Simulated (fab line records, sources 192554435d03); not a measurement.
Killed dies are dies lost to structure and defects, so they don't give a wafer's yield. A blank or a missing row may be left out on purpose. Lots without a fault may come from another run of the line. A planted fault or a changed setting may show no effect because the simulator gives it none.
fab line records | flow n5_finfet
record lots=6 wafers=18 last_day=18
route steps=1938 shown FIN_SAQP@104 BEOL_M4@1111
lots that met no fault: from a run of the same line without faults
start_h: hours from the record's first day to the start of the lot's first wafer shown | wait_h: hours since the lot's step before | " the same as in the row above | L1.1+2: a row that stands for several wafers | - no value, or no start given | * or withheld: withheld | < > ~ a bound
route shown NAME@n: a module of which the file shows steps, and the number in the route of the first | usual: mean/standard deviation of fault-free wafers | same: alike in all rows | chamber/n: place in a boat | sites: the reading at each site | _std_site: their standard deviation | _edge_site: outer sites' mean less inner sites' | radius_mm: how far each site lies from the wafer's centre | mask NAME#n: copy n | behind: the tool/chamber that last shaped the wafer | hold: why the lot was held/for how many hours/how that ended | device: the transistor (n, p or np) that didn't switch | end of line: the same wafers' tests at the end of the route | a step without rows: its recipe alone | killed: dies lost to structure and defects at the first sort, not the wafer's yield | map: a wafer's dies, x killed, . not, _ none there
set.NAME: the setting as run; set.NAME@STEP: as run at that earlier step | model.NAME: the simulator's own value behind a step, which no gauge read
lots at some steps of the route; a table a step, a row a wafer
services: from which hour (start_h, from the record's first day; less than 0 if before it) a tool's chamber was out of use, for how many hours, and why
## steps
# step N5_FIN_SAQP_COAT_50
# recipe resist=SiARC temp_c=220 time_s=60 spin_rpm=1500 resist_thk_nm=35
# step N5_FIN_SAQP_COAT_10
# recipe resist=CAR-ArF spin_rpm=1500 resist_thk_nm=90
# step N5_FIN_SAQP_EBR_12
# recipe solvent=PGMEA ebr_width_mm=1.5
# step N5_FIN_SAQP_SOFTBAKE_11
# recipe temp_c=110 time_s=60 resist=CAR-ArF
# step N5_FIN_SAQP_EXPOSE_13
# recipe mask_id=FIN_CORE na=1.35 source_shape=dipole sigma_inner=0.538 sigma_outer=0.738 polarization=te target_cd_nm=35.6 dose_mj=63.25
# step N5_FIN_SAQP_PEB_14
# recipe peb_temp_c=withheld peb_time_s=60 resist=CAR-ArF
# step N5_FIN_SAQP_DEVELOP_15
# recipe develop_time_s=30 developer=TMAH resist=CAR-ArF dev_temp_c=23 rinse_liquid=diw dry=air_spin
# step N5_FIN_SAQP_CD_MEAS_16
# recipe target_cd_nm=35.6 landing_energy_ev=500 detector=se_inlens
# usual cd_nm=35.5/0.34
# columns lot.wafer tool chamber start_h wait_h cd_nm
L992.2 cd_sem-02 0 65.71 - 34.9
L992.4 " 0 " " 35.1
L992.5 " 0 " " 35.5
L994.1 cd_sem-01 0 76.44 - 35.4
L994.2 " 0 " " 35.4
L994.6 " 0 " " 35.4
L997.3 cd_sem-02 0 94.26 - 35.6
L997.4 " 0 " " 36.2
L997.6 " 0 " " 36.1
L998.1 cd_sem-03 0 101.36 - 35.6
L998.3 " 0 " " 36.0
L998.5 " 0 " " 35.5
L101.3 cd_sem-03 0 119.13 - 35.1
L101.4 " 0 " " 35.5
L101.5 " 0 " " 35.7
L108.2 cd_sem-02 0 158.88 - 35.5
L108.3 " 0 " " 35.5
L108.5 " 0 " " 35.4
# step N5_FIN_SAQP_OVL_MEAS_17
# recipe points_per_wafer=44
# usual FIN_CORE_OVL=0.2/0.74
# columns lot.wafer tool chamber start_h wait_h FIN_CORE_OVL[nm]
L992.2 overlay-02 0 65.74 0.0 1.0
L992.4 " 0 " " 0.3
L992.5 " 0 " " 0.5
L994.1 overlay-01 0 76.48 0.0 -0.3
L994.2 " 0 " " 0.5
L994.6 " 0 " " -0.3
L997.3 overlay-01 0 94.29 0.0 0.2
L997.4 " 0 " " 0.2
L997.6 " 0 " " 0.5
L998.1 overlay-02 0 101.40 0.0 0.9
L998.3 " 0 " " 0.8
L998.5 " 0 " " -0.2
L101.3 overlay-02 0 119.16 0.0 0.0
L101.4 " 0 " " 0.5
L101.5 " 0 " " 1.7
L108.2 overlay-02 0 158.92 0.0 0.5
L108.3 " 0 " " 0.0
L108.5 " 0 " " 1.2
# step N5_FIN_SAQP_INSPECT_18
# recipe mode=adi inspect_instrument=brightfield
# usual raw_defect_count=445/140
# columns lot.wafer tool chamber start_h wait_h raw_defect_count
L992.2 defect_inspect-01 - 65.77 0.0 290
L992.4 " - " " 282
L992.5 " - " " 269
L994.1 defect_inspect-01 - 76.51 0.0 285
L994.2 " - " " 328
L994.6 " - " " 415
L997.3 defect_inspect-01 - 94.31 0.0 374
L997.4 " - " " 275
L997.6 " - " " 255
L998.1 defect_inspect-01 - 101.42 0.0 298
L998.3 " - " " 361
L998.5 " - " " 385
L101.3 defect_inspect-01 - 119.19 0.0 458
L101.4 " - " " 360
L101.5 " - " " 389
L108.2 defect_inspect-01 - 158.94 0.0 478
L108.3 " - " " 470
L108.5 " - " " 572
# step N5_FIN_SAQP_DESCUM_21
# recipe chemistry=O2 time_s=7.9 source_power_w=50 bias_power_w=20 pressure_mtorr=20 rf_frequency_hz=2.712e+07 temp_c=40 resist=CAR-ArF o2_flow_sccm=225
# usual drypump_motor_current_A=5.7/0.43 oes_product_au=0.76/0.048 rf_vpp_V=243.0/1.5 showerhead_plenum_p_Torr=2.08/0.092 throttle_valve_pct=20.48/0.16
# columns lot.wafer tool chamber start_h wait_h drypump_motor_current_A oes_product_au rf_hours_counter_h rf_vpp_V showerhead_plenum_p_Torr throttle_valve_pct
L992.2 rie_diel-01 2 65.80 0.0 6.3 0.71 189 245.7 2.15 20.28
L992.4 " 0 " " 5.5 0.86 39 244.0 2.14 20.23
L992.5 " 2 " " 6.3 0.71 - 245.3 2.15 20.28
L994.1 rie_diel-06 3 76.54 0.0 5.7 0.81 98 244.7 2.20 20.48
L994.2 " 1 " " 5.8 0.74 202 242.4 2.06 20.61
L994.6 " 3 " " 5.7 0.82 - 244.2 2.20 20.48
L997.3 rie_diel-06 1 94.35 0.0 5.7 0.73 208 241.4 2.06 20.61
L997.4 " 2 " " 5.6 0.71 185 241.1 2.00 20.50
L997.6 " 0 " " 6.0 0.79 - 245.4 2.22 20.60
L998.1 rie_diel-05 3 101.46 0.0 5.1 0.75 174 242.3 2.08 20.37
L998.3 " 2 " " 5.4 0.70 213 242.2 1.99 20.43
L998.5 " 0 " " 5.3 0.78 - 239.3 1.91 20.52
L101.3 rie_diel-06 2 119.22 0.0 5.6 0.70 193 243.0 2.00 20.52
L101.4 " 3 " " 5.7 0.80 110 243.7 2.20 20.49
L101.5 " 0 " " 6.1 0.78 - 245.1 2.21 20.62
L108.2 rie_diel-01 1 158.97 0.0 6.1 0.72 187 243.6 2.06 20.48
L108.3 " 0 " " 5.4 0.81 73 245.5 2.13 20.29
L108.5 " 2 " " 6.3 0.68 - 245.5 2.14 20.32
# step N5_FIN_SAQP_ETCH_51
# recipe chemistry=CF4 target=SiARC target_depth_a=455 mask_material=CAR-ArF time_s=75.8 ion_energy_ev=80 pressure_mtorr=40 source_w=545 bias_w=36 Ar_flow_sccm=100 cf4_flow_sccm=100 ends=cleared
# usual bias_w=36.00/0.11 drypump_motor_current_A=5.7/0.42 etch_rf_on_time_s=76.4/1.7 oes_product_au=0.65/0.038 rf_fwd_power_W=540.3/2.3 rf_vpp_V=183.9/1.3 showerhead_plenum_p_Torr=2.13/0.083 throttle_valve_pct=15.68/0.19
# columns lot.wafer tool chamber start_h wait_h bias_w drypump_motor_current_A etch_rf_on_time_s oes_product_au rf_fwd_power_W rf_hours_counter_h rf_vpp_V showerhead_plenum_p_Torr throttle_valve_pct
L992.2 rie_diel-01 2 65.84 0.0 36.15 6.3 74.3 0.61 537.5 189 186.3 2.20 15.57
L992.4 " 0 " " 36.08 5.5 76.4 0.72 539.5 39 184.1 2.17 15.29
L992.5 " 2 " " 36.06 6.3 74.2 0.61 538.9 - 184.5 2.20 15.57
L994.1 rie_diel-06 3 76.58 0.0 35.92 5.7 76.8 0.69 541.0 98 185.7 2.25 15.65
L994.2 " 1 " " 35.98 5.7 74.1 0.63 539.0 202 183.0 2.14 15.95
L994.6 " 3 " " 35.84 5.8 77.1 0.70 539.6 - 185.3 2.25 15.63
L997.3 rie_diel-06 1 94.38 0.0 35.93 5.7 73.6 0.64 539.9 208 184.2 2.14 15.96
L997.4 " 2 " " 35.91 5.6 74.1 0.62 538.1 185 184.1 2.04 15.64
L997.6 " 0 " " 35.84 6.0 78.4 0.67 539.0 - 185.4 2.23 15.51
L998.1 rie_diel-05 3 101.49 0.0 36.05 5.1 76.3 0.64 543.2 174 185.3 2.14 15.65
L998.3 " 2 " " 36.09 5.4 78.2 0.60 545.3 213 181.9 2.04 15.66
L998.5 " 0 " " 36.13 5.3 76.2 0.66 541.6 - 180.7 1.98 15.78
L101.3 rie_diel-06 2 119.26 0.0 35.96 5.6 73.4 0.62 539.8 193 183.7 2.04 15.65
L101.4 " 3 " " 36.17 5.7 76.7 0.69 542.5 110 184.3 2.25 15.66
L101.5 " 0 " " 35.88 6.1 78.7 0.66 539.6 - 184.5 2.23 15.54
L108.2 rie_diel-01 1 159.01 0.0 36.01 6.1 79.2 0.61 545.8 187 183.8 2.14 15.92
L108.3 " 0 " " 36.07 5.5 77.9 0.68 540.2 73 184.0 2.16 15.35
L108.5 " 2 " " 36.03 6.4 75.5 0.59 537.9 - 185.3 2.19 15.63
# step N5_FIN_SAQP_ETCH_52
# recipe chemistry=N2/H2 target=SOC target_depth_a=1000 overetch_a=200 mask_material=SiARC temp_c=40 time_s=150 ion_energy_ev=200 pressure_mtorr=30 source_w=840 bias_w=150 n2_flow_sccm=200 h2_flow_sccm=200 ends=end_point
# usual bias_w=150.0/0.43 drypump_motor_current_A=5.7/0.43 oes_product_au=0.68/0.042 rf_fwd_power_W=836.4/2.7 rf_vpp_V=523/3 showerhead_plenum_p_Torr=2.53/0.098 throttle_valve_pct=17.89/0.24
# columns lot.wafer tool chamber start_h wait_h bias_w drypump_motor_current_A oes_product_au rf_fwd_power_W rf_hours_counter_h rf_vpp_V showerhead_plenum_p_Torr throttle_valve_pct model.SiARC_of_FIN_SAQP_COAT_50.thk_nm
L992.2 rie_diel-01 2 65.89 0.0 150.1 6.3 0.64 835.6 189 526 2.63 17.65 28.89
L992.4 " 0 " " 150.3 5.5 0.76 836.7 39 525 2.59 17.55 29.04
L992.5 " 2 " " 149.7 6.4 0.64 839.7 - 526 2.63 17.67 28.84
L994.1 rie_diel-06 3 76.63 0.0 150.0 5.8 0.73 840.0 98 527 2.65 17.60 29.21
L994.2 " 1 " " 149.7 5.7 0.66 836.5 202 523 2.53 18.25 28.89
L994.6 " 3 " " 150.1 5.8 0.74 838.2 - 527 2.65 17.63 29.22
L997.3 rie_diel-06 1 94.44 0.0 149.9 5.8 0.66 837.2 208 524 2.53 18.25 28.9
L997.4 " 2 " " 150.3 5.6 0.64 833.8 185 521 2.42 17.87 28.94
L997.6 " 0 " " 149.7 6.0 0.72 1038.2 - 492 2.66 17.84 28.73
L998.1 rie_diel-05 3 101.55 0.0 150.1 5.2 0.67 841.0 174 523 2.51 17.71 29.39
L998.3 " 2 " " 149.9 5.5 0.64 834.3 213 520 2.41 17.84 29.26
L998.5 " 0 " " 149.2 5.3 0.71 839.2 - 519 2.36 18.16 29.25
L101.3 rie_diel-06 2 119.31 0.0 149.4 5.6 0.64 834.8 193 522 2.42 17.87 28.81
L101.4 " 3 " " 149.5 5.7 0.72 836.6 110 528 2.65 17.64 29.08
L101.5 " 0 " " 149.8 6.0 0.71 1036.0 - 491 2.66 17.85 28.77
L108.2 rie_diel-01 1 159.06 0.0 149.5 6.1 0.65 837.4 187 525 2.54 18.12 29.64
L108.3 " 0 " " 150.2 5.5 0.72 839.5 73 524 2.57 17.58 29.31
L108.5 " 2 " " 150.8 6.3 0.61 838.4 - 527 2.61 17.72 29.22
# step N5_FIN_SAQP_STRIP_53
# recipe chemistry=N2/H2 temp_c=40 n2_flow_sccm=200 h2_flow_sccm=200 rf_frequency_hz=6e+07
# step N5_BEOL_M4_RC_MEAS_101
# usual DIBL_N=35.9/1.4 DIBL_P=35.9/1.7 IOFF_N=0.160/0.026 IOFF_P=0.21/0.036 ION_N=672/11 ION_P=461/8.1 SS_N=71.4/0.54 SS_P=73.2/0.67 VT_N=249.3/2.7 VT_P=-250/3.9
# columns lot.wafer tool chamber start_h wait_h DIBL_N[mV/V] DIBL_P[mV/V] IOFF_N[nA/um] IOFF_P[nA/um] ION_N[uA/um] ION_P[uA/um] SS_N[mV/dec] SS_P[mV/dec] VT_N[mV] VT_P[mV]
L992.2 prober-01 0 208.83 0.2 37.1 36.9 0.186 0.25 668 463 71.2 73.8 245.6 -246
L992.4 " 0 " " 35.4 33.7 0.149 0.19 678 465 71.2 72.4 249.2 -250
L992.5 " 0 " " 35.9 35.5 0.161 0.23 674 477 70.9 73.4 248.7 -245
L994.1 prober-02 0 221.02 0.0 35.1 33.8 0.134 0.17 663 457 71.3 72.8 250.4 -255
L994.2 " 0 " " 34.6 33.7 0.127 0.18 668 459 70.5 72.7 252.8 -251
L994.6 " 0 " " 37.1 36.7 0.169 0.23 677 460 71.7 72.7 246.9 -247
L998.1 prober-01 0 250.32 0.0 37.1 36.1 0.182 0.25 678 466 71.1 74.1 247.4 -245
L998.3 " 0 " " 38.1 37.9 0.199 0.26 676 465 72.3 74.0 247.2 -247
L998.5 " 0 " " 36.6 36.7 0.176 0.25 686 471 71.2 73.4 247.0 -246
L997.3 prober-02 0 250.35 0.3 38.5 39.2 0.206 0.25 698 473 72.6 73.8 246.2 -249
L997.4 " 0 " " 34.6 34.6 0.135 0.18 671 457 71.3 72.2 251.0 -253
L997.6 " 0 " " 36.9 37.0 0.165 0.21 685 468 71.8 72.7 248.2 -251
L101.3 prober-01 0 266.15 0.3 36.5 33.9 0.162 0.19 663 448 72.6 72.6 252.6 -253
L101.4 " 0 " " 35.8 34.6 0.165 0.19 675 454 72.0 73.0 249.6 -252
L101.5 " 0 " " 36.2 34.7 0.167 0.20 662 455 71.4 73.5 249.7 -250
L108.2 prober-02 0 316.42 0.2 39.0 40.0 0.214 0.25 680 464 72.3 74.7 247.5 -248
L108.3 " 0 " " 38.4 39.7 0.194 0.24 668 459 71.7 74.4 249.7 -250
L108.5 " 0 " " 35.8 36.9 0.151 0.19 663 456 71.6 73.2 252.8 -254
## services
# columns tool chamber start_h hours kind
rie_diel-06 2 130.51 8.3 repair
rie_diel-05 1 139.24 - clean
rie_diel-05 1 139.24 - consumable_replace:focus_ring
rie_diel-05 1 139.24 - consumable_replace:showerhead
rie_diel-05 1 139.24 12.1 scheduled_down
rie_diel-05 1 139.24 12.1 vent_cycle
## key
first_sign step=N5_FIN_SAQP_ETCH_52 reading=rf_fwd_power_W direction=up sigmas=75 usual=* struck=*
effect step=N5_FIN_SAQP_ETCH_52 reading=rf_vpp_V direction=down sigmas=11 usual=523 struck=491
model_effect step=N5_FIN_SAQP_ETCH_52 value=SiARC_of_FIN_SAQP_COAT_50.thk_nm without=29.43 struck=28.75
met_at N5_FIN_SAQP_ETCH_52
struck_wafers L997.6,L101.5
fault kind=process_parameter_drift tool=rie_diel-06 chamber=0 onset_h=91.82 steps=N5_FIN_SAQP_ETCH_52 channel=source_w offset=201.6 shape=step end_h=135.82 acts_in=these_recipes_only stated=840
